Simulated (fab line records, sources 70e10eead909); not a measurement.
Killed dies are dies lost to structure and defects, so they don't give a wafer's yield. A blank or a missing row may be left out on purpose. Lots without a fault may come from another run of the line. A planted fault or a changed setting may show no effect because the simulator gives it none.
Chamber matching | flow nand_harc | NHARC_A_WL_FILL_CMP_12 on cmp-03: 4 sister chambers
The step polishes, t overpolish 30 s, target thk 100 nm. 24 wafers are shown with their chamber, then 12 later ones without.

WAFERS WITH THEIR CHAMBER
wafer  | chamber | motor_current_A (A) | time_to_endpoint_s (s) | overpolish_run_s (s)
L074.4 | 3       | 12.9                | 25.2                   | 29.992
L074.5 | 3       | 12.3                | 22.0                   | 30.000
L074.6 | 2       | 12.0                | 20.6                   | 30.000
L076.1 | 3       | 12.3                | 20.8                   | 29.994
L076.2 | 0       | 12.5                | 20.9                   | 29.990
L076.5 | 1       | 13.1                | 20.8                   | 30.009
L075.1 | 0       | 13.0                | 22.1                   | 29.984
L075.5 | 3       | 12.1                | 20.0                   | 29.990
L075.6 | 2       | 12.0                | 20.4                   | 29.988
L078.1 | 0       | 13.8                | 20.7                   | 30.004
L078.3 | 2       | 11.9                | 19.9                   | 30.008
L078.6 | 2       | 11.3                | 20.1                   | 29.993
L077.2 | 3       | 12.7                | 21.4                   | 30.010
L077.3 | 2       | 12.2                | 18.8                   | 30.002
L077.5 | 3       | 12.7                | 19.8                   | 29.995
L077.1 | 1       | 13.5                | 19.2                   | 29.998
L077.4 | 0       | 14.2                | 21.9                   | 29.998
L077.6 | 2       | 11.8                | 19.2                   | 29.995
L079.1 | 3       | 12.7                | 20.0                   | 30.009
L079.3 | 0       | 12.9                | 19.1                   | 29.995
L079.5 | 3       | 12.6                | 20.0                   | 29.996
L081.1 | 1       | 12.7                | 22.8                   | 29.994
L081.3 | 2       | 11.7                | 20.4                   | 30.008
L081.5 | 2       | 11.8                | 19.2                   | 29.993

SIGNATURES (means of the wafers above)
reading            | chamber 0 | chamber 1 | chamber 2 | chamber 3 | scatter within a chamber
motor_current_A    | 13.280    | 13.100    | 11.838    | 12.537    | 0.405
time_to_endpoint_s | 20.940    | 20.933    | 19.825    | 21.150    | 1.39
overpolish_run_s   | 29.99420  | 30.00033  | 29.99837  | 29.99825  | 0.00751
Rule: a wafer's distance from a chamber is the root of the sum, over the readings, of the square of ((its reading less the chamber's mean) divided by the reading's scatter). The wafer belongs to the nearest chamber; if the next one is less than 2 further off, it can't be placed. The scatter: the root of (the sum of the squares of (reading less its chamber's mean) over the shown wafers, divided by (wafers less chambers)).

WAFERS WITHOUT THEIR CHAMBER
wafer  | motor_current_A (A) | time_to_endpoint_s (s) | overpolish_run_s (s)
L082.2 | 11.0                | 14.6                   | 29.985
L082.4 | 12.3                | 17.4                   | 29.990
L082.5 | 11.4                | 17.6                   | 30.000
L087.1 | 14.1                | 21.7                   | 29.988
L087.5 | 12.5                | 22.2                   | 29.999
L087.6 | 12.9                | 20.7                   | 30.002
L093.2 | 13.1                | 22.3                   | 29.969
L093.5 | 12.2                | 22.6                   | 30.002
L093.6 | 11.6                | 18.4                   | 29.994
L097.1 | 11.2                | 16.2                   | 29.998
L097.2 | 12.1                | 20.8                   | 30.000
L097.3 | 12.4                | 17.9                   | 29.992

WHICH CHAMBER EACH WENT THROUGH
wafer  | from the rows above               | in truth
L082.2 | can't be placed: 2 or 3           | 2
L082.4 | can't be placed: 2 or 3 or 1 or 0 | 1
L082.5 | can't be placed: 2 or 3           | 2
L087.1 | can't be placed: 0 or 1 or 3      | 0
L087.5 | can't be placed: 3 or 1 or 0 or 2 | 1
L087.6 | can't be placed: 1 or 3 or 0      | 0
L093.2 | can't be placed: 0 or 3 or 1 or 2 | 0
L093.5 | can't be placed: 3 or 2 or 1 or 0 | 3
L093.6 | can't be placed: 2 or 3           | 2
L097.1 | can't be placed: 2 or 3           | 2
L097.2 | can't be placed: 2 or 3 or 1      | 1
L097.3 | can't be placed: 2 or 3 or 1 or 0 | 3
Placed correctly: 0 of 12. Can't be placed from these rows: 12 (the true chamber is among the candidates in 12). Placed wrongly: 0.
